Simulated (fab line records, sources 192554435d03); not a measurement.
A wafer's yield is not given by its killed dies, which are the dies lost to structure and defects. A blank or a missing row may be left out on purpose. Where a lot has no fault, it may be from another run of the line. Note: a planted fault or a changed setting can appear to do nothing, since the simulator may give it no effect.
A struck lot beside a sound one + flow n5_finfet + 15 out of 1938 route steps
Sound: these wafers, L555.1, L555.3, L555.5. Wafers L571.2, L571.3, L571.5 were the ones struck. Last of all comes the cause.
Per side, at each step with rows, come the tool, then ch with its chambers, and then its first start. Under that, the readings that differ: sound wafers + struck wafers + difference of the means + sigmas: that difference in standard deviations of wafers without a fault.
alike: readings with means less than 2 such deviations apart, plus words and numbers identical on both sides. not compared: withheld readings, readings lacking a value on some wafer, bounds such as >300 that could conceal the same value, and numbers that have no deviation in the record and whose values overlap.
A row with sigmas, a row that says differs or no value, or rows on one side alone: a step with any of these is where the two part. Non-overlapping numbers with no deviation appear without sigmas and do not part them. A reading that every wafer of one side lacks parts them only if that side has two wafers or more.

first, 1 step without rows for these wafers: N5_FIN_CUT_STRIP_31 (strips in N2/H2).
N5_FIN_CUT_STRIP_24: strips in CF4.
  sound on rie_diel-01 ch 0,1, day 3 03:25; struck on rie_diel-04 ch 0,1,3, day 7 05:02
  alike: cf4_flow_sccm, drypump_motor_current_A, oes_product_au, power_w, rf_vpp_V, showerhead_plenum_p_Torr, throttle_valve_pct
  not compared: rf_hours_counter_h
N5_FIN_CUT_CUT_ETCH_26: etches SiNx in CH3F/O2, target depth 39 nm, time 55.7 s.
  sound on rie_diel-01 ch 0,1, day 3 03:26; struck on rie_diel-04 ch 0,1,3, day 7 05:04
  alike: O2_flow_sccm, drypump_motor_current_A, oes_product_au, rf_vpp_V, showerhead_plenum_p_Torr, throttle_valve_pct
  not compared: rf_hours_counter_h
N5_FIN_CUT_CUT_ETCH_27: etches SiO2 in CHF3/O2, target depth 4 nm, overetch 2 nm, time 4.9 s.
  sound on rie_diel-01 ch 0,1, day 3 03:29; struck on rie_diel-04 ch 0,1,3, day 7 05:07
  alike: O2_flow_sccm, drypump_motor_current_A, oes_product_au, rf_vpp_V, showerhead_plenum_p_Torr, throttle_valve_pct
  not compared: rf_hours_counter_h
N5_FIN_CUT_PRECLEAN_35: cleans in vHF, time 13.3 s.
  sound on vapor_etch-01 ch 0,1, day 3 03:33; struck on vapor_etch-02 ch 0,1, day 7 05:10
  alike: drypump_motor_current_A
N5_FIN_CUT_CUT_ETCH_15: etches Si in HBr/Cl2/O2, target depth 100 nm, bt time 10 s, time 42.4 s.
  sound on rie_si-05 ch 0,3, day 3 03:38; struck on rie_si-06 ch 0,1,2, day 7 05:16
  alike: O2_flow_sccm, drypump_motor_current_A, oes_product_au, throttle_valve_pct
  not compared: rf_hours_counter_h
then, 5 steps without rows for these wafers: N5_FIN_CUT_CUT_ETCH_28 (etches Si in HBr/Cl2/O2, target depth 6 nm, time 2.4 s); N5_FIN_CUT_STRIP_22 (strips in N2/H2); N5_FIN_CUT_PRECLEAN_36 (cleans in O3/DIW, time 60 s); N5_FIN_CUT_SRD_32 (time 30 s); N5_FIN_CUT_UV_OZONE_34 (time 120 s).
N5_FIN_CUT_INSPECT_17: inspects for defects (brightfield).
  sound on defect_inspect-02 at day 3 03:55; struck on defect_inspect-02 at day 7 05:33
  alike: raw_defect_count
N5_STI_FIN_REVEAL_ALD_00: deposits SiO2, target thk 1 nm, pulse time 1 s.
  sound on ald_sin-04 ch 0,1,2, day 3 03:58; struck on ald_sin-03 ch 0,1,2, day 7 05:35
| reading                                         | sound | struck      | difference | sigmas |
|-------------------------------------------------|-------|-------------|------------|--------|
| model.SiO2_of_STI_FIN_REVEAL_ALD_00.thk_nm (nm) | 1 1 1 | 1.6 1.6 1.4 | +0.5       |        |
  alike: heater_power_w, precursor_pulse_height_rel
then, 1 step without rows for these wafers: N5_STI_FIN_REVEAL_ALD_14 (deposits Si3N4, target thk 3 nm).
-- a jump in the record: the struck wafers' starts before and after are 6 days apart (it breaks off in module STI_FIN_REVEAL and resumes in module BEOL_M4, where the first step shown is number 1111 of the route) --
N5_BEOL_M4_RC_MEAS_101:
  sound on prober-02 ch 0, day 8 23:00; struck on prober-02 ch 0, day 13 08:22
  alike: DIBL_N, DIBL_P, IOFF_N, IOFF_P, ION_N, ION_P, SS_N, SS_P, VT_N, VT_P

== WHERE THEY PART ==
Nowhere in this record.

WHY: what the simulator had put in
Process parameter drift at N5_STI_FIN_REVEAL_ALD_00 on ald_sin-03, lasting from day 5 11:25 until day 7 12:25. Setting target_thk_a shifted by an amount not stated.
